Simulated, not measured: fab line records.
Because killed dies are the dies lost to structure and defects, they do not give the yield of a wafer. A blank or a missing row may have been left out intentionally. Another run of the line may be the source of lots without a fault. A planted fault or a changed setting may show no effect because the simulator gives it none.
Comparing a struck lot with a sound one	flow nand_harc	13 steps out of a route of 1159
Sound: these wafers, L162.1, L162.3, L162.6. The struck wafers were L155.2, L155.3, L155.6. The cause is named last.
For every step that has rows: the tool of each side, followed by ch and its chambers, followed by its first start. Under that, the readings that differ: sound wafers	struck wafers	difference of the means	sigmas: that difference in standard deviations of wafers without a fault.
alike: a reading whose means differ by less than 2 such deviations, as well as words and numbers matching on both sides. not compared: withheld readings; readings where some wafer has no value; bounds like >300 that might hide an equal value; numbers whose values overlap and for which the record gives no deviation.
A row with sigmas, a row that says differs or no value, or rows on one side alone: a step with any of these is where the two part. Non-overlapping numbers with no deviation appear without sigmas and do not part them. A reading that every wafer of one side lacks parts them only if that side has two wafers or more.

NHARC_P_M0_CMP_23: polishes, t overpolish 20 s, target thk 117.53 nm.
  sound on cmp-01 ch 1,2,3, day 9 18:46; struck on cmp-04 ch 1,3, day 7 22:38
  alike: edge_zone_pressure_frac, motor_current_A, slurry_flow_ml_min, time_to_endpoint_s
NHARC_P_M0_THK_MEAS_24: measures by xrf.
  struck on film_metro-01, day 7 22:58; sound on film_metro-01, day 9 19:05
  alike: thk_nm
then, 1 step without rows for these wafers: NHARC_P_M0_SRD_25.
NHARC_P_M0_PRE_CLEAN_31: time 12 s.
  sound on pecvd-01 ch 0,2, day 9 19:27; struck on pecvd-01 ch 0,2, day 7 23:11
  alike: heater_power_w
NHARC_P_M0_DEP_32: deposits SiCN, target thk 30 nm.
  sound on pecvd-01 ch 0,2, day 9 19:32; struck on pecvd-01 ch 0,2, day 7 23:16
  alike: heater_power_w
then, 5 steps without rows for these wafers: NHARC_P_M1_DEP_00 (deposits SiOC, target thk 182.5 nm); NHARC_P_M1_DEHYDRATE_01 (time 120 s); NHARC_P_M1_HMDS_02 (time 30 s); NHARC_P_M1_COAT_34 (time 65 s); NHARC_P_M1_COAT_03 (resist thk 90 nm).
NHARC_P_M1_SOFTBAKE_04: time 55 s.
  sound on litho_track-01 ch 0, day 9 20:00; struck on litho_track-04 ch 0, day 8 00:00
reading	sound	struck	difference	sigmas
heater_power_total_W (W)	188.49 188.26 188.50	178.41 178.41 178.50	-9.98	-83
  alike: exhaust_pa, plate_temp_C
then, 2 steps without rows for these wafers: NHARC_P_M1_EBR_05; NHARC_END_SORT_01.

## WHERE THEY PART
Within this record, at NHARC_P_M1_SOFTBAKE_04 only.

WHY: what the simulator had put in
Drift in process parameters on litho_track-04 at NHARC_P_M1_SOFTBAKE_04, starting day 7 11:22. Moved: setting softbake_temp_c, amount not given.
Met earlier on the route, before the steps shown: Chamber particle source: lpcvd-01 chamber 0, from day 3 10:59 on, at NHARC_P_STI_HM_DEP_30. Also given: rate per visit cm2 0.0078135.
